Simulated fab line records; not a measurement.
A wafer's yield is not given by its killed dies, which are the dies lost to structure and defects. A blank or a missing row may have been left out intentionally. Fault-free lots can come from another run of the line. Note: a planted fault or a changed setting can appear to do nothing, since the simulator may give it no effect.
fab line records -- flow n5Finfet -- part 2 of 2: steps 20 to 27 of 27
record: lots: 5, wafers: 15, lastDay: 18
route steps=1938 shown SDB@350
lots with no fault: from the same line, run without faults
startH: hours from the record's first day to the start of the lot's first wafer shown -- waitH: hours elapsed since this lot's preceding step -- " as in the row above -- L1.1+2: one row covering several wafers at once -- - no value present, or no start provided -- * or withheld: withheld -- < > ~ a bound
route shown NAME@n: a module of which the file shows steps, and the number in the route of the first -- usual: mean/standard deviation taken from wafers without a fault -- same: alike in all rows -- chamber/n: place in a boat -- sites: each site's reading -- _std_site: how widely they spread, as a standard deviation -- _edge_site: outer sites' mean less inner sites' -- radiusMm: how far each site lies from the wafer's centre -- mask NAME#n: copy n -- behind: the most recent tool/chamber to have shaped the wafer -- hold: why the lot went on hold/how many hours it stayed there/how the hold came to an end -- device: which transistor (n, p or np) failed to switch -- end of line: the same wafers' tests at the end of the route -- for a step that has no rows: nothing shown but its recipe -- killed: dies lost to structure and defects at the first sort, not the wafer's yield -- map: per-die view of a wafer (x killed, . not killed, _ where there is no die)
set.NAME: the setting the step ran with; set.NAME@STEP: the setting that earlier step ran with -- model.NAME: the simulator's own value behind a step, which no gauge read
lots at selected steps of the route; one table per step, one row per wafer
services: the hour from which a tool's chamber was out of use, counted from the record's first day as startH (under 0 if before that day), plus the number of hours and why
== steps ==
step: N5_SDB_CUT_ETCH_26
recipe: chemistry: HBr/Cl2/O2, target: Si, targetDepthA: 1296, btTimeS: 20, maskMaterial: SiNx, timeS: 51.8, ionEnergyEv: *, biasW: *, pressureMtorr: 10, icpW: 800, HBr_flow_sccm: 150, Cl2_flow_sccm: 80, O2_flow_sccm: 12
usual: O2_flow_sccm: 11.99/0.034, biasW: *, drypumpMotorCurrentA: 5.47/0.25, oes_o_777_au: 0.98/0.051, oesProductAu: 0.992/0.018, throttleValvePct: 37.18/0.29
lot.wafer,tool,chamber,startH,waitH,O2_flow_sccm,biasW,drypumpMotorCurrentA,oes_o_777_au,oesProductAu,rfHoursCounterH,throttleValvePct
L082.1,rieSi-03,0,117.25,0.1,11.91,*,5.98,0.94,0.989,112,37.59
L082.4,rieSi-03,2,117.25,0.1,12.01,*,5.53,0.94,0.970,66,36.47
L082.6,rieSi-03,0,117.25,0.1,11.99,*,5.97,0.94,0.982,-,37.61
L084.3,rieSi-01,0,132.23,0.1,12.00,*,5.74,0.94,1.008,134,37.36
L084.5,rieSi-01,2,132.23,0.1,11.95,*,5.76,1.07,1.027,-,37.00
L084.6,rieSi-01,3,132.23,0.1,12.03,*,5.40,1.02,0.967,-,36.89
L092.3,rieSi-03,0,178.26,0.1,12.07,*,6.00,0.93,0.989,114,37.59
L092.4,rieSi-03,3,178.26,0.1,11.95,*,5.12,1.00,0.968,177,37.34
L092.5,rieSi-03,3,178.26,0.1,11.95,*,5.14,0.99,0.974,-,37.35
L096.1,rieSi-01,2,204.15,0.1,11.95,*,5.77,1.07,1.030,149,37.02
L096.4,rieSi-01,0,204.15,0.1,11.93,*,5.74,0.94,1.012,135,37.37
L096.6,rieSi-01,0,204.15,0.1,11.99,*,5.75,0.94,1.018,-,37.37
L097.2,rieSi-01,2,214.40,0.1,11.96,*,5.76,1.06,1.027,149,37.02
L097.4,rieSi-01,0,214.40,0.1,12.00,*,5.76,0.95,1.003,136,37.35
L097.6,rieSi-01,3,214.40,0.1,11.95,*,5.42,1.01,0.972,-,36.87
step: N5_SDB_PRECLEAN_38
recipe: chemistry: dHF, timeS: 10, dilution: 750:1, tempC: 25
lot.wafer,tool,chamber,startH,waitH
L082.1+4+6,wetBench-03,"1,3,6",117.36,0.1
L084.3+5+6,wetBench-03,"3,7,2",132.37,0.1
L092.3+4+5,wetBench-03,"0,3,7",178.38,0.1
L096.1+4+6,wetBench-03,"4,3,0",204.26,0.1
L097.2+4+6,wetBench-01,"4,0,7",214.52,0.1
step: N5_SDB_PRECLEAN_39
recipe: chemistry: O3/DIW, timeS: 45, tempC: 22, o3Ppm: 10
usual: o3Ppm: 10.00/0.11
lot.wafer,tool,chamber,startH,waitH,o3Ppm
L082.1,wetBench-03,1,117.37,0.0,10.01
L082.4,wetBench-03,3,117.37,0.0,10.06
L082.6,wetBench-03,6,117.37,0.0,10.12
L084.3,wetBench-03,3,132.38,0.0,9.95
L084.5,wetBench-03,7,132.38,0.0,10.08
L084.6,wetBench-03,2,132.38,0.0,10.09
L092.3,wetBench-03,0,178.38,0.0,10.08
L092.4,wetBench-03,3,178.38,0.0,9.86
L092.5,wetBench-03,7,178.38,0.0,9.87
L096.1,wetBench-03,4,204.27,0.0,10.03
L096.4,wetBench-03,3,204.27,0.0,10.16
L096.6,wetBench-03,0,204.27,0.0,9.75
L097.2,wetBench-01,4,214.52,0.0,10.11
L097.4,wetBench-01,0,214.52,0.0,10.12
L097.6,wetBench-01,7,214.52,0.0,10.13
step: N5_SDB_SRD_28
recipe: dry: ipaMarangoni, timeS: 30, tempC: 23, rinseLiquid: diw
lot.wafer,tool,chamber,startH,waitH
L082.1+4+6,wetBench-03,"1,3,6",117.38,0.0
L084.3+5+6,wetBench-03,"3,7,2",132.39,0.0
L092.3+4+5,wetBench-03,"0,3,7",178.40,0.0
L096.1+4+6,wetBench-03,"4,3,0",204.28,0.0
L097.2+4+6,wetBench-01,"4,0,7",214.54,0.0
step: N5_SDB_ALD_29
recipe: material: SiNx, targetThkA: 300, tempC: 400, aldPrecursorFamily: SiH2I2, aldCoReactant: N2/H2-plasma, pulseTimeS: 1, aldCycles: 600, purgeTimeS: 2, coReactantPurgeTimeS: 2, pressureTorr: 2
usual: heaterPowerW: 805/81, precursorPulseHeightRel: 1.001/0.021
lot.wafer,tool,chamber,startH,waitH,heaterPowerW,precursorPulseHeightRel,sinceWetCleanH
L082.1,aldSin-01,1,117.88,0.5,793,0.997,19
L082.4,aldSin-01,2,119.23,1.8,762,1.021,-
L082.6,aldSin-01,3,119.23,1.8,815,1.016,-
L084.3,aldSin-02,2,132.44,0.0,705,1.008,125
L084.5,aldSin-02,3,133.79,1.4,734,1.037,-
L084.6,aldSin-02,1,133.79,1.4,700,1.002,-
L092.3,aldSin-01,3,180.62,2.2,823,0.996,-
L092.4,aldSin-01,2,180.62,2.2,746,1.007,-
L092.5,aldSin-01,3,181.97,3.6,815,0.954,-
L096.1,aldSin-01,2,204.33,0.0,740,1.012,106
L096.4,aldSin-01,3,205.68,1.4,820,0.989,-
L096.6,aldSin-01,3,207.03,2.7,829,0.972,-
L097.2,aldSin-02,0,214.71,0.2,929,1.017,208
L097.4,aldSin-02,1,214.71,0.2,713,1.012,208
L097.6,aldSin-02,0,216.07,1.5,940,0.996,-
step: N5_SDB_CMP_30
recipe: stopOn: poly-Si, tOverpolishS: 1.54, postCmpClean: alkalineBrush, downForcePsi: 4.1491, platenRpm: 51.796, padVelocityMS: 1.0306, targetThkNm: 30
usual: headPressurePsi: 4.150/0.0079, motorCurrentA: 12.9/1.1, overpolishRunS: 1.540/0.0092, padLifeWafers: 777/570, timeToEndpointS: 18.2/2.1
same: tOverpolishS: 1.54
lot.wafer,tool,chamber,startH,waitH,headPressurePsi,motorCurrentA,overpolishRunS,padLifeWafers,timeToEndpointS
L082.1,cmp-04,3,120.65,1.4,4.159,11.9,1.552,1795,14.5
L082.4,cmp-04,0,120.65,1.4,4.149,13.3,1.532,1796,18.9
L082.6,cmp-04,2,120.65,1.4,4.147,13.7,1.553,-,18.8
L084.3,cmp-03,3,135.29,1.5,4.157,15.2,1.514,699,21.9
L084.6,cmp-03,0,135.29,1.5,4.161,12.2,1.560,-,21.0
L084.5,cmp-03,1,135.29,1.5,4.148,14.2,1.539,-,19.7
L092.3,cmp-04,0,183.35,1.4,4.157,13.3,1.545,210,21.4
L092.4,cmp-04,3,183.35,1.4,4.142,11.8,1.535,213,17.0
L092.5,cmp-04,1,183.35,1.4,4.152,13.6,1.544,-,16.4
L096.4,cmp-04,3,208.41,1.4,4.155,12.4,1.547,420,14.6
L096.1,cmp-04,2,208.41,1.4,4.152,14.3,1.539,423,18.5
L096.6,cmp-04,0,208.41,1.4,4.155,13.4,1.539,-,18.2
L097.4,cmp-01,3,217.49,1.4,4.142,11.7,1.548,1705,16.2
L097.2,cmp-01,1,217.49,1.4,4.161,11.6,1.551,1707,15.0
L097.6,cmp-01,3,217.49,1.4,4.139,11.7,1.542,-,17.0
step: N5_SDB_THK_MEAS_31
recipe: reads: a-Si_of_DUMMY_GATE_CVD_03
usual: SDB_THK: 64.3/1
lot.wafer,tool,chamber,startH,waitH,SDB_THK[nm]
L082.1,filmMetro-02,-,120.91,-,64.3
L082.4,filmMetro-02,-,120.91,-,65.7
L082.6,filmMetro-02,-,120.91,-,64.7
L084.3,filmMetro-02,-,135.47,-,63.5
L084.5,filmMetro-02,-,135.47,-,63.2
L084.6,filmMetro-02,-,135.47,-,65.7
L092.3,filmMetro-02,-,183.65,-,65.4
L092.4,filmMetro-02,-,183.65,-,64.1
L092.5,filmMetro-02,-,183.65,-,64.4
L096.1,filmMetro-02,-,208.71,-,63.4
L096.4,filmMetro-02,-,208.71,-,62.8
L096.6,filmMetro-02,-,208.71,-,64.4
L097.2,filmMetro-01,-,217.75,-,64.8
L097.4,filmMetro-01,-,217.75,-,64.6
L097.6,filmMetro-01,-,217.75,-,64.1
step: N5_SDB_INSPECT_36
recipe: inspectInstrument: darkfield, mode: postCmp
usual: rawDefectCount: 39/20
lot.wafer,tool,chamber,startH,waitH,rawDefectCount
L082.1,defectInspect-01,-,120.94,0.0,53
L082.4,defectInspect-01,-,120.94,0.0,37
L082.6,defectInspect-01,-,120.94,0.0,34
L084.3,defectInspect-01,-,135.49,0.0,39
L084.5,defectInspect-01,-,135.49,0.0,63
L084.6,defectInspect-01,-,135.49,0.0,42
L092.3,defectInspect-02,-,183.67,0.0,27
L092.4,defectInspect-02,-,183.67,0.0,30
L092.5,defectInspect-02,-,183.67,0.0,31
L096.1,defectInspect-01,-,208.73,0.0,51
L096.4,defectInspect-01,-,208.73,0.0,30
L096.6,defectInspect-01,-,208.73,0.0,26
L097.2,defectInspect-02,-,217.77,0.0,54
L097.4,defectInspect-02,-,217.77,0.0,49
L097.6,defectInspect-02,-,217.77,0.0,18
== services ==
tool,chamber,startH,hours,kind
arfiScanner-01,-,98.66,1.0,pm
aldSin-01,0,103.30,121.1,repair
cmp-04,-,106.64,0.4,repair
wetBench-03,-,107.62,3.6,repair
arfiScanner-02,-,113.91,0.8,pm
arfiScanner-01,-,116.60,0.4,repair
arfiScanner-03,-,118.48,1.0,pm
wetBench-03,-,126.52,0.6,repair
rieDiel-05,1,141.45,1.7,repair
cmp-01,-,145.89,1.5,repair
wetBench-06,-,145.97,24.5,repair
arfiScanner-02,-,149.29,1.3,pm
wetBench-03,-,150.44,1.5,repair
cmp-04,-,152.45,4.0,pm
arfiScanner-03,-,155.32,3.1,pm
arfiScanner-03,-,159.46,9.0,repair
aldSin-01,1,168.50,92.3,repair
arfiScanner-03,-,173.58,0.8,pm
arfiScanner-03,-,174.61,1.5,repair
plasmaAsher-02,-,180.79,0.7,repair
arfiScanner-01,-,196.53,1.3,pm
arfiScanner-01,-,205.89,1.0,pm
rieSi-03,1,210.34,8.9,repair
rieDiel-03,1,217.32,3.5,repair
